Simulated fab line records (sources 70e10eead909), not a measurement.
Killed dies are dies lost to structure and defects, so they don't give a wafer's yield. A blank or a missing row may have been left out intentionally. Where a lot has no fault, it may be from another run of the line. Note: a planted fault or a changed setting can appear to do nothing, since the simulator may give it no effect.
Matching of chambers ; flow nand harc ; 4 sister chambers for NHARC_THIN_TSV_CMP_01 on cmp-01
The step polishes. 30 wafers are shown with their chamber, then 12 later ones without.

## EACH WAFER AND ITS CHAMBER
wafer;chamber;motor current A (A);edge zone pressure frac
L078.1;3;10.3;1.002
L078.4;0;12.7;1.002
L078.6;0;11.6;0.995
L080.1;3;11.4;0.996
L080.2;1;11.3;1.005
L080.3;2;11.8;1.003
L081.1;1;11.4;1.010
L081.3;3;10.8;1.011
L081.5;1;11.9;1.001
L082.1;3;10.7;0.996
L082.3;2;11.5;0.986
L082.4;1;10.7;0.990
L083.2;0;12.5;1.002
L083.4;3;10.5;1.000
L083.5;2;11.2;0.995
L085.2;1;11.5;1.000
L085.3;3;10.9;1.003
L085.6;2;12.6;0.995
L084.1;3;10.9;0.999
L084.3;1;11.6;0.999
L084.4;2;11.8;1.005
L087.1;2;12.1;1.008
L087.3;3;11.0;0.994
L087.4;0;13.0;0.993
L088.3;3;11.0;0.998
L088.4;2;11.8;0.999
L088.6;0;13.5;0.993
L090.3;3;11.6;0.996
L090.4;0;12.5;1.007
L090.5;2;12.0;1.010

SIGNATURES (averages over the wafers above)
reading;chamber 0;chamber 1;chamber 2;chamber 3;scatter within a chamber
motor current A;12.633;11.400;11.850;10.910;0.452
edge zone pressure frac;0.99867;1.00083;1.00012;0.99950;0.00638
Rule: for a wafer and a chamber, the distance is found by dividing, reading by reading, the gap between the wafer's reading and the chamber's mean by the reading's scatter, squaring, summing and taking the root. If the next closest chamber is less than 2 further off than the closest, the wafer can't be placed; otherwise it belongs to the closest. How the scatter is found: for the shown wafers, subtract from each reading the mean of its chamber, square and add these, divide the total by (wafers less chambers), then take the root.

## WAFERS WITHOUT THEIR CHAMBER
wafer;motor current A (A);edge zone pressure frac
L093.1;11.7;0.997
L093.5;12.5;1.004
L093.6;11.9;0.997
L096.1;12.3;0.999
L096.2;11.0;1.002
L096.4;12.2;1.002
L094.1;10.7;1.001
L094.4;11.5;0.994
L094.6;11.2;0.988
L097.1;10.9;0.992
L097.4;12.4;0.993
L097.6;11.3;0.998

## WHICH CHAMBER EACH ONE RAN IN
wafer;from the rows above;in truth
L093.1;can't be placed: 2 or 1 or 3 or 0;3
L093.5;can't be placed: 0 or 2 or 1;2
L093.6;can't be placed: 2 or 1 or 0 or 3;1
L096.1;can't be placed: 0 or 2 or 1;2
L096.2;can't be placed: 3 or 1 or 2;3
L096.4;can't be placed: 2 or 0 or 1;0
L094.1;can't be placed: 3 or 1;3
L094.4;can't be placed: 1 or 2 or 3 or 0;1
L094.6;can't be placed: 3 or 1 or 2 or 0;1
L097.1;can't be placed: 3 or 1 or 2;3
L097.4;can't be placed: 0 or 2 or 1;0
L097.6;can't be placed: 1 or 3 or 2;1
Placed correctly: 0 of 12. These rows do not allow placing 12 (true chamber among the candidates in 12). 0 placed wrongly.
